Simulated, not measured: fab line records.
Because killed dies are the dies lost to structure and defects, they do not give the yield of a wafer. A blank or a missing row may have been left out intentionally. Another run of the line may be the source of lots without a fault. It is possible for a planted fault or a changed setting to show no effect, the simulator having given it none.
Commonality check across tools / flow nand_harc / 11 lots, 33 wafers sampled

== THE REASON FOR OPENING IT ==
Flagged at NHARC_A_ONON_D2_THK_MEAS_24: reading thk_nm, on 2 of 11 lots. Wafers without a fault read 1003 nm, standard deviation 11.
Rule: a lot gets a flag if all its wafers with a number sit over 4 standard deviations from that mean, or if no wafer of it has a number. All remaining lots are regarded as sound.

lot=L478; measured=day 13 17:05; on=film_metro-02; thk_nm (nm), wafer by wafer=1010 1009 1009; flag=
lot=L479; measured=day 14 11:14; on=film_metro-02; thk_nm (nm), wafer by wafer=1006 1008 1006; flag=
lot=L485; measured=day 16 15:45; on=film_metro-01; thk_nm (nm), wafer by wafer=294 296 296; flag=FLAGGED
lot=L486; measured=day 17 17:50; on=film_metro-01; thk_nm (nm), wafer by wafer=275 277 275; flag=FLAGGED
lot=L493; measured=day 19 21:41; on=film_metro-02; thk_nm (nm), wafer by wafer=999 999 1001; flag=
lot=L492; measured=day 19 21:41; on=film_metro-01; thk_nm (nm), wafer by wafer=994 992 993; flag=
lot=L494; measured=day 20 16:17; on=film_metro-02; thk_nm (nm), wafer by wafer=1012 1009 1012; flag=
lot=L495; measured=day 21 12:47; on=film_metro-01; thk_nm (nm), wafer by wafer=1015 1014 1016; flag=
lot=L496; measured=day 21 12:47; on=film_metro-02; thk_nm (nm), wafer by wafer=1007 1006 1007; flag=
lot=L497; measured=day 21 13:08; on=film_metro-02; thk_nm (nm), wafer by wafer=1005 1004 1007; flag=
lot=L498; measured=day 22 04:23; on=film_metro-02; thk_nm (nm), wafer by wafer=997 996 997; flag=
Average over the flagged lots: 286 nm; offset from the usual -718 nm, equal to -65 standard deviations.

== EACH LOT AND THE TOOL IT RAN ON ==
Before the reading, the record contains 4 process steps out of a 1302-step route. Cell contents, in order: the tool; ch with the chambers the sampled wafers went through; the start.
lot=L478; flag=; NHARC_A_CHANNEL_HOLE_D1_ETCH_26=har_etch-01 ch 0,1, day 9 21:25; NHARC_A_CHANNEL_HOLE_D1_ETCH_44=rie_diel-05 ch 1,2,3, day 9 22:22; NHARC_A_CHANNEL_HOLE_D1_STRIP_27=rie_diel-05 ch 0,1,2, day 13 16:34 or earlier; NHARC_A_ONON_D2_DEP_22=pecvd_onon-02 ch 0, day 13 16:34
lot=L479; flag=; NHARC_A_CHANNEL_HOLE_D1_ETCH_26=har_etch-01 ch 0,1, day 10 03:03; NHARC_A_CHANNEL_HOLE_D1_ETCH_44=rie_diel-05 ch 0,3, day 10 04:00; NHARC_A_CHANNEL_HOLE_D1_STRIP_27=rie_diel-05 ch 1,2, day 14 10:47 or earlier; NHARC_A_ONON_D2_DEP_22=pecvd_onon-01 ch 0, day 14 10:47
lot=L485; flag=FLAGGED; NHARC_A_CHANNEL_HOLE_D1_ETCH_26=har_etch-01 ch 0,1, day 12 15:46; NHARC_A_CHANNEL_HOLE_D1_ETCH_44=rie_diel-05 ch 0,2,3, day 12 16:44; NHARC_A_CHANNEL_HOLE_D1_STRIP_27=rie_diel-05 ch 0,1,3, day 16 15:15 or earlier; NHARC_A_ONON_D2_DEP_22=pecvd_onon-01 ch 0, day 16 15:15
lot=L486; flag=FLAGGED; NHARC_A_CHANNEL_HOLE_D1_ETCH_26=har_etch-01 ch 0,1, day 13 13:41; NHARC_A_CHANNEL_HOLE_D1_ETCH_44=rie_diel-05 ch 0,1, day 13 14:38; NHARC_A_CHANNEL_HOLE_D1_STRIP_27=rie_diel-05 ch 0,1,2, day 17 17:20 or earlier; NHARC_A_ONON_D2_DEP_22=pecvd_onon-01 ch 0, day 17 17:20
lot=L493; flag=; NHARC_A_CHANNEL_HOLE_D1_ETCH_26=har_etch-02 ch 0,1, day 15 21:53; NHARC_A_CHANNEL_HOLE_D1_ETCH_44=rie_diel-05 ch 0,2,3, day 15 22:48; NHARC_A_CHANNEL_HOLE_D1_STRIP_27=rie_diel-05 ch 0,1,2, day 19 21:13 or earlier; NHARC_A_ONON_D2_DEP_22=pecvd_onon-02 ch 0, day 19 21:13
lot=L492; flag=; NHARC_A_CHANNEL_HOLE_D1_ETCH_26=har_etch-01 ch 0,1, day 15 18:21; NHARC_A_CHANNEL_HOLE_D1_ETCH_44=rie_diel-05 ch 0,1,3, day 15 19:20; NHARC_A_CHANNEL_HOLE_D1_STRIP_27=rie_diel-05 ch 0,1,3, day 19 21:14 or earlier; NHARC_A_ONON_D2_DEP_22=pecvd_onon-04 ch 0, day 19 21:14
lot=L494; flag=; NHARC_A_CHANNEL_HOLE_D1_ETCH_26=har_etch-01 ch 0,1, day 16 10:45; NHARC_A_CHANNEL_HOLE_D1_ETCH_44=rie_diel-05 ch 0,1,3, day 16 11:37; NHARC_A_CHANNEL_HOLE_D1_STRIP_27=rie_diel-05 ch 0,1,3, day 20 15:53 or earlier; NHARC_A_ONON_D2_DEP_22=pecvd_onon-01 ch 0, day 20 15:53
lot=L495; flag=; NHARC_A_CHANNEL_HOLE_D1_ETCH_26=har_etch-01 ch 0,1, day 17 09:32; NHARC_A_CHANNEL_HOLE_D1_ETCH_44=rie_diel-06 ch 1,2, day 17 10:29; NHARC_A_CHANNEL_HOLE_D1_STRIP_27=rie_diel-06 ch 0,1, day 21 12:16 or earlier; NHARC_A_ONON_D2_DEP_22=pecvd_onon-01 ch 0, day 21 12:16
lot=L496; flag=; NHARC_A_CHANNEL_HOLE_D1_ETCH_26=har_etch-01 ch 0,1, day 17 17:29; NHARC_A_CHANNEL_HOLE_D1_ETCH_44=rie_diel-09 ch 0,1,2, day 17 18:27; NHARC_A_CHANNEL_HOLE_D1_STRIP_27=rie_diel-09 ch 2,3, day 21 12:17 or earlier; NHARC_A_ONON_D2_DEP_22=pecvd_onon-02 ch 0, day 21 12:17
lot=L497; flag=; NHARC_A_CHANNEL_HOLE_D1_ETCH_26=har_etch-02 ch 0, day 17 17:40; NHARC_A_CHANNEL_HOLE_D1_ETCH_44=rie_diel-05 ch 1,2,3, day 17 18:37; NHARC_A_CHANNEL_HOLE_D1_STRIP_27=rie_diel-05 ch 1,2,3, day 21 12:37 or earlier; NHARC_A_ONON_D2_DEP_22=pecvd_onon-01 ch 0, day 21 12:37
lot=L498; flag=; NHARC_A_CHANNEL_HOLE_D1_ETCH_26=har_etch-01 ch 0,1, day 18 00:24; NHARC_A_CHANNEL_HOLE_D1_ETCH_44=rie_diel-06 ch 0,1,3, day 18 01:21; NHARC_A_CHANNEL_HOLE_D1_STRIP_27=rie_diel-06 ch 0,1,3, day 22 03:53 or earlier; NHARC_A_ONON_D2_DEP_22=pecvd_onon-01 ch 0, day 22 03:53
What is done by these steps:
- NHARC_A_CHANNEL_HOLE_D1_ETCH_26: etches the open film in C4F8/O2/Ar, time 224.1 s, target depth 300 nm.
- NHARC_A_CHANNEL_HOLE_D1_ETCH_44: etches the open film in CF4/O2, target depth 140 nm, overetch 14 nm, time 77 s.
- NHARC_A_CHANNEL_HOLE_D1_STRIP_27: strips in O2.
- NHARC_A_ONON_D2_DEP_22: target thk 1000 nm.
- NHARC_A_ONON_D2_THK_MEAS_24: measures by ellipsometry.

== FLAGGED AGAINST TOTAL, ONE TOOL AT A TIME (gauges that did the reading follow at the end) ==
step=NHARC_A_CHANNEL_HOLE_D1_ETCH_26; tool=har_etch-01; lots run=9; flagged=2; share of the flagged lots=all; sound lots run after its first flagged lot=5 (L492,L494,L495,L496,L498)
step=NHARC_A_CHANNEL_HOLE_D1_ETCH_26; tool=har_etch-02; lots run=2; flagged=0; share of the flagged lots=none; sound lots run after its first flagged lot=-
step=NHARC_A_CHANNEL_HOLE_D1_ETCH_44; tool=rie_diel-05; lots run=8; flagged=2; share of the flagged lots=all; sound lots run after its first flagged lot=4 (L492,L493,L494,L497)
step=NHARC_A_CHANNEL_HOLE_D1_ETCH_44; tool=rie_diel-06; lots run=2; flagged=0; share of the flagged lots=none; sound lots run after its first flagged lot=-
step=NHARC_A_CHANNEL_HOLE_D1_ETCH_44; tool=rie_diel-09; lots run=1; flagged=0; share of the flagged lots=none; sound lots run after its first flagged lot=-
step=NHARC_A_CHANNEL_HOLE_D1_STRIP_27; tool=rie_diel-05; lots run=8; flagged=2; share of the flagged lots=all; sound lots run after its first flagged lot=4 (L492,L493,L494,L497)
step=NHARC_A_CHANNEL_HOLE_D1_STRIP_27; tool=rie_diel-06; lots run=2; flagged=0; share of the flagged lots=none; sound lots run after its first flagged lot=-
step=NHARC_A_CHANNEL_HOLE_D1_STRIP_27; tool=rie_diel-09; lots run=1; flagged=0; share of the flagged lots=none; sound lots run after its first flagged lot=-
step=NHARC_A_ONON_D2_DEP_22; tool=pecvd_onon-01; lots run=7; flagged=2; share of the flagged lots=all; sound lots run after its first flagged lot=4 (L494,L495,L497,L498)
step=NHARC_A_ONON_D2_DEP_22; tool=pecvd_onon-02; lots run=3; flagged=0; share of the flagged lots=none; sound lots run after its first flagged lot=-
step=NHARC_A_ONON_D2_DEP_22; tool=pecvd_onon-04; lots run=1; flagged=0; share of the flagged lots=none; sound lots run after its first flagged lot=-
step=NHARC_A_ONON_D2_THK_MEAS_24; tool=film_metro-01; lots run=4; flagged=2; share of the flagged lots=all; sound lots run after its first flagged lot=2 (L492,L495)
step=NHARC_A_ONON_D2_THK_MEAS_24; tool=film_metro-02; lots run=7; flagged=0; share of the flagged lots=none; sound lots run after its first flagged lot=-
NHARC_A_CHANNEL_HOLE_D1_STRIP_27 gives no start for some lots, so the hours and the order of its lots are those of NHARC_A_ONON_D2_DEP_22.

== WHAT IS ALLOWED BY THE TABLE ==
5 rows of the table ran every flagged lot: har_etch-01 at NHARC_A_CHANNEL_HOLE_D1_ETCH_26, rie_diel-05 at NHARC_A_CHANNEL_HOLE_D1_ETCH_44, rie_diel-05 at NHARC_A_CHANNEL_HOLE_D1_STRIP_27, pecvd_onon-01 at NHARC_A_ONON_D2_DEP_22, film_metro-01 at NHARC_A_ONON_D2_THK_MEAS_24.
- har_etch-01 at NHARC_A_CHANNEL_HOLE_D1_ETCH_26: 2 of its 9 lots flagged. Lots that were sound ran on it after the first flagged one (L492, L494, L495, L496, L498); a persistent fault on the entire tool would not allow that.
- rie_diel-05 at NHARC_A_CHANNEL_HOLE_D1_ETCH_44: 2 of its 8 lots flagged. Lots that were sound ran on it after the first flagged one (L492, L493, L494, L497); a persistent fault on the entire tool would not allow that.
- rie_diel-05 at NHARC_A_CHANNEL_HOLE_D1_STRIP_27: 2 of its 8 lots flagged. Lots that were sound ran on it after the first flagged one (L492, L493, L494, L497); a persistent fault on the entire tool would not allow that.
- pecvd_onon-01 at NHARC_A_ONON_D2_DEP_22: 2 of its 7 lots flagged. Lots that were sound ran on it after the first flagged one (L494, L495, L497, L498); a persistent fault on the entire tool would not allow that.
- film_metro-01 at NHARC_A_ONON_D2_THK_MEAS_24: 2 of its 4 lots flagged. Lots that were sound ran on it after the first flagged one (L492, L495); a persistent fault on the entire tool would not allow that.
There is no row in the table that ran each flagged lot and no sound lot after the first.

== WHAT HAD BEEN PUT IN BY THE SIMULATOR ==
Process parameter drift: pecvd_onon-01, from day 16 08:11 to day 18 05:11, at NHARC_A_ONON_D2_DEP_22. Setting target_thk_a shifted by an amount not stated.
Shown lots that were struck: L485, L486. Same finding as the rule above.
